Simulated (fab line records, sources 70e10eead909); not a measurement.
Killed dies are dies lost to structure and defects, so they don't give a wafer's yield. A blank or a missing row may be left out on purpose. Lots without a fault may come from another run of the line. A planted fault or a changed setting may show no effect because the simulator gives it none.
A struck lot beside a sound one | flow nand_harc | 18 steps out of a route of 1159
Sound: wafers L761.2, L761.3, L761.5. Struck: wafers L766.3, L766.4, L766.5. The cause comes at the end.
At each step with rows: each side's tool, then ch and its chambers, then its first start. Under that, the readings that differ: sound wafers | struck wafers | difference of the means | sigmas: that difference in standard deviations of wafers without a fault.
alike: readings whose means differ by less than 2 such deviations, and words and numbers that are the same on both sides. not compared: withheld readings, readings that some wafer has no value for, bounds like >300 that may hide the same value, and numbers for which the record gives no deviation and whose values overlap.
The two part at a step that has a row with sigmas, a row that says differs or no value, or rows on one side only. Numbers that don't overlap but have no deviation are shown without sigmas and don't part them. A reading that every wafer of one side lacks parts them only if that side has two wafers or more.

NHARC_P_ZERO_WELL_CD_MEAS_24: target cd 720 nm.
  sound on cd_sem-01 ch 0, day 2 02:20; struck on cd_sem-01 ch 0, day 3 08:35
  alike: cd_nm
then, 1 step without rows for these wafers: NHARC_P_ZERO_WELL_HARDBAKE_25 (time 80 s).
NHARC_P_ZERO_WELL_DESCUM_26: chemistry O2, time 3 s.
  sound on rie_diel-03 ch 0,1,2, day 2 02:31; struck on rie_diel-03 ch 0,1, day 3 08:47
  alike: drypump_motor_current_A, oes_product_au, rf_vpp_V, showerhead_plenum_p_Torr, throttle_valve_pct
  not compared: rf_hours_counter_h
then, 9 steps without rows for these wafers: NHARC_P_ZERO_WELL_IMPLANT_27; NHARC_P_ZERO_WELL_IMPLANT_57; NHARC_P_ZERO_WELL_IMPLANT_58; NHARC_P_ZERO_WELL_STRIP_28 (strips in SPM, time 840 s); NHARC_P_ZERO_WELL_DEHYDRATE_29 (time 120 s); NHARC_P_ZERO_WELL_HMDS_30 (time 30 s); NHARC_P_ZERO_WELL_COAT_31; NHARC_P_ZERO_WELL_SOFTBAKE_32 (time 95 s); NHARC_P_ZERO_WELL_EBR_33.
NHARC_P_ZERO_WELL_EXPOSE_34: exposes mask P PWELL, target cd 720 nm.
  sound on krf_scanner-01 ch 0, day 2 03:42; struck on krf_scanner-03 ch 0, day 3 10:01
  reading | sound                         | struck                     | difference | sigmas
  mask    | P_PWELL#0 P_PWELL#0 P_PWELL#0 | P_HVPW#0 P_HVPW#0 P_HVPW#0 | differs    |
  alike: reticle_temp_C
then, 2 steps without rows for these wafers: NHARC_P_ZERO_WELL_PEB_35 (peb time 85 s); NHARC_P_ZERO_WELL_DEVELOP_36 (time 70 s).
NHARC_P_ZERO_WELL_CD_MEAS_37: target cd 720 nm.
  sound on cd_sem-02 ch 0, day 2 03:52; struck on cd_sem-01 ch 0, day 3 10:10
  reading    | sound             | struck | difference                    | sigmas
  cd_nm (nm) | 720.8 718.8 719.8 | - - -  | no value on the struck wafers |
then, 1 step without rows for these wafers: NHARC_P_ZERO_WELL_HARDBAKE_38 (time 80 s).
-- the record jumps here: 18 days lie between the struck wafers' starts before and after (it left off in module P_ZERO_WELL and takes up again in module END, whose first step shown is number 1159 of the route) --
NHARC_END_SORT_01:
  the record has rows for the struck wafers here (prober-02 ch 0, day 20 23:19) and none for the sound ones

WHERE THEY PART
First at NHARC_P_ZERO_WELL_EXPOSE_34; last, within this record, at NHARC_END_SORT_01.

WHY: what the simulator had put in
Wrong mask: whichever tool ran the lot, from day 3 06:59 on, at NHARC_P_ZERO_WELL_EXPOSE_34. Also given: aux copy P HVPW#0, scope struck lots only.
